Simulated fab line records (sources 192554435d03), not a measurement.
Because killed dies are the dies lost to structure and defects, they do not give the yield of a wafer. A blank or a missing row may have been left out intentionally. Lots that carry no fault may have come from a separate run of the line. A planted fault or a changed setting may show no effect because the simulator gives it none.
Split-lot experiment :: flow n5-finfet :: 21 wafers read across 7 lots, on a route 1938 steps long

SPLIT DETAILS
At N5_BEOL_M0_SAQP_MANDREL_ETCH_20 (etches a-Si in HBr/Cl2, stops on SiNx, target depth 60 nm, bt time 10 s, time 30 s), the setting icp-w was moved away from the recipe's 800 W on 5 of the 21 wafers read, by -16.6% to +9.0%. For the rest of the wafers, this setting stayed at what the recipe calls for.

The reading is taken at the split's own step.

THE READING
SOC_of_BEOL_M0_SAQP_COAT_81.thk-nm (the simulator's own value, which no gauge read), in nm, at N5_BEOL_M0_SAQP_MANDREL_ETCH_20 (etches a-Si in HBr/Cl2, stops on SiNx, target depth 60 nm, bt time 10 s, time 30 s). There is no usual value for it anywhere in the file. Across the 16 wafers here that went through the recipe, the average is 75.6 nm and the standard deviation 0.37 nm.

wafer: L078.2
tool, chamber at the split: rie-si-06, 2
icp-w as run, W: 800
against the recipe: recipe
SOC_of_BEOL_M0_SAQP_COAT_81.thk-nm, nm: 76
against lot-mates on the recipe: -

wafer: L078.3
tool, chamber at the split: rie-si-06, 1
icp-w as run, W: 800
against the recipe: recipe
SOC_of_BEOL_M0_SAQP_COAT_81.thk-nm, nm: 76.2
against lot-mates on the recipe: -

wafer: L078.5
tool, chamber at the split: rie-si-06, 3
icp-w as run, W: 871.6
against the recipe: +9.0%
SOC_of_BEOL_M0_SAQP_COAT_81.thk-nm, nm: 75.4
against lot-mates on the recipe: -0.7

wafer: L081.1
tool, chamber at the split: rie-si-02, 0
icp-w as run, W: 800
against the recipe: recipe
SOC_of_BEOL_M0_SAQP_COAT_81.thk-nm, nm: 75
against lot-mates on the recipe: -

wafer: L081.2
tool, chamber at the split: rie-si-02, 1,2
icp-w as run, W: 800
against the recipe: recipe
SOC_of_BEOL_M0_SAQP_COAT_81.thk-nm, nm: 75.4
against lot-mates on the recipe: -

wafer: L081.4
tool, chamber at the split: rie-si-02, 1,2
icp-w as run, W: 800
against the recipe: recipe
SOC_of_BEOL_M0_SAQP_COAT_81.thk-nm, nm: 75.4
against lot-mates on the recipe: -

wafer: L084.1
tool, chamber at the split: rie-si-04, 2
icp-w as run, W: 800
against the recipe: recipe
SOC_of_BEOL_M0_SAQP_COAT_81.thk-nm, nm: 75.6
against lot-mates on the recipe: -

wafer: L084.6
tool, chamber at the split: rie-si-04, 2
icp-w as run, W: 800
against the recipe: recipe
SOC_of_BEOL_M0_SAQP_COAT_81.thk-nm, nm: 75.6
against lot-mates on the recipe: -

wafer: L084.3
tool, chamber at the split: rie-si-04, 0
icp-w as run, W: 800
against the recipe: recipe
SOC_of_BEOL_M0_SAQP_COAT_81.thk-nm, nm: 76
against lot-mates on the recipe: -

wafer: L087.1
tool, chamber at the split: rie-si-04, 2
icp-w as run, W: 800
against the recipe: recipe
SOC_of_BEOL_M0_SAQP_COAT_81.thk-nm, nm: 75.4
against lot-mates on the recipe: -

wafer: L087.3
tool, chamber at the split: rie-si-04, 0
icp-w as run, W: 800
against the recipe: recipe
SOC_of_BEOL_M0_SAQP_COAT_81.thk-nm, nm: 75.6
against lot-mates on the recipe: -

wafer: L087.4
tool, chamber at the split: rie-si-04, 3
icp-w as run, W: 800
against the recipe: recipe
SOC_of_BEOL_M0_SAQP_COAT_81.thk-nm, nm: 76
against lot-mates on the recipe: -

wafer: L089.1
tool, chamber at the split: rie-si-04, 3,0
icp-w as run, W: 667.2
against the recipe: -16.6%
SOC_of_BEOL_M0_SAQP_COAT_81.thk-nm, nm: 78
against lot-mates on the recipe: +1.8

wafer: L089.3
tool, chamber at the split: rie-si-04, 3,0
icp-w as run, W: 667.2
against the recipe: -16.6%
SOC_of_BEOL_M0_SAQP_COAT_81.thk-nm, nm: 78
against lot-mates on the recipe: +1.8

wafer: L089.2
tool, chamber at the split: rie-si-04, 2
icp-w as run, W: 800
against the recipe: recipe
SOC_of_BEOL_M0_SAQP_COAT_81.thk-nm, nm: 76.2
against lot-mates on the recipe: -

wafer: L090.1
tool, chamber at the split: rie-si-02, 1
icp-w as run, W: 800
against the recipe: recipe
SOC_of_BEOL_M0_SAQP_COAT_81.thk-nm, nm: 75.2
against lot-mates on the recipe: -

wafer: L090.3
tool, chamber at the split: rie-si-02, 3
icp-w as run, W: 800
against the recipe: recipe
SOC_of_BEOL_M0_SAQP_COAT_81.thk-nm, nm: 75.6
against lot-mates on the recipe: -

wafer: L090.5
tool, chamber at the split: rie-si-02, 2
icp-w as run, W: 800
against the recipe: recipe
SOC_of_BEOL_M0_SAQP_COAT_81.thk-nm, nm: 75
against lot-mates on the recipe: -

wafer: L094.3
tool, chamber at the split: rie-si-04, 0
icp-w as run, W: 859.7
against the recipe: +7.5%
SOC_of_BEOL_M0_SAQP_COAT_81.thk-nm, nm: 74.8
against lot-mates on the recipe: -0.6

wafer: L094.5
tool, chamber at the split: rie-si-04, 2
icp-w as run, W: 800
against the recipe: recipe
SOC_of_BEOL_M0_SAQP_COAT_81.thk-nm, nm: 75.4
against lot-mates on the recipe: -

wafer: L094.6
tool, chamber at the split: rie-si-04, 1
icp-w as run, W: 859.7
against the recipe: +7.5%
SOC_of_BEOL_M0_SAQP_COAT_81.thk-nm, nm: 75.2
against lot-mates on the recipe: -0.2
If several chambers appear in one row, that row covers several wafers at once and the file leaves open which wafer was in which chamber.

FIT RESULTS
A straight line over all 21 wafers: SOC_of_BEOL_M0_SAQP_COAT_81.thk-nm changes by -0.12 nm for each +1% of icp-w; r = -0.87; the points scatter about the line by 0.42 nm.
The same after taking each lot's own level away (the mean of its wafers on the recipe; 21 wafers): -0.0962 nm for each +1%; r = -0.94; scatter 0.22 nm.
The reading moves by 1.6 nm for the largest change in icp-w, on that fit.
The lots' own levels span 75.27 to 76.20 nm, that is 2.5 times the standard deviation above.
Hence the slope depends on the lot-to-lot level, as the two fits are not the same.
Check: +1.56 nm against its lot-mates is what the line predicts for one of the wafers moved furthest among these (-16.6%) when that wafer is left out of the fit. Against them it came out at +1.8 nm.

FURTHER SPLITS ON THESE WAFERS
Before the reading, these wafers also passed through other splits. Each is held against what the fit with the lots' levels taken away leaves over:
other split on the same wafers: N5_GATE_CUT_DESCUM_18 time-s
wafers away from the commonest value: 8
r with SOC_of_BEOL_M0_SAQP_COAT_81.thk-nm (lot level and that fit taken away): -0.24

other split on the same wafers: N5_MOL_CONTACT_COAG_CONTACT_ETCH_14 source-w
wafers away from the commonest value: 4
r with SOC_of_BEOL_M0_SAQP_COAT_81.thk-nm (lot level and that fit taken away): +0.31

other split on the same wafers: N5_MOL_CONTACT_COAG_DESCUM_45 time-s
wafers away from the commonest value: 7
r with SOC_of_BEOL_M0_SAQP_COAT_81.thk-nm (lot level and that fit taken away): -0.53

other split on the same wafers: N5_MOL_CONTACT_COAG_ETCHBACK_136 target-depth-a
wafers away from the commonest value: 6
r with SOC_of_BEOL_M0_SAQP_COAT_81.thk-nm (lot level and that fit taken away): -0.10

THE FILE'S OWN FIT
SOC_of_BEOL_M0_SAQP_COAT_81.thk-nm changes by -0.0951 nm for each +1% of icp-w, r = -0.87.
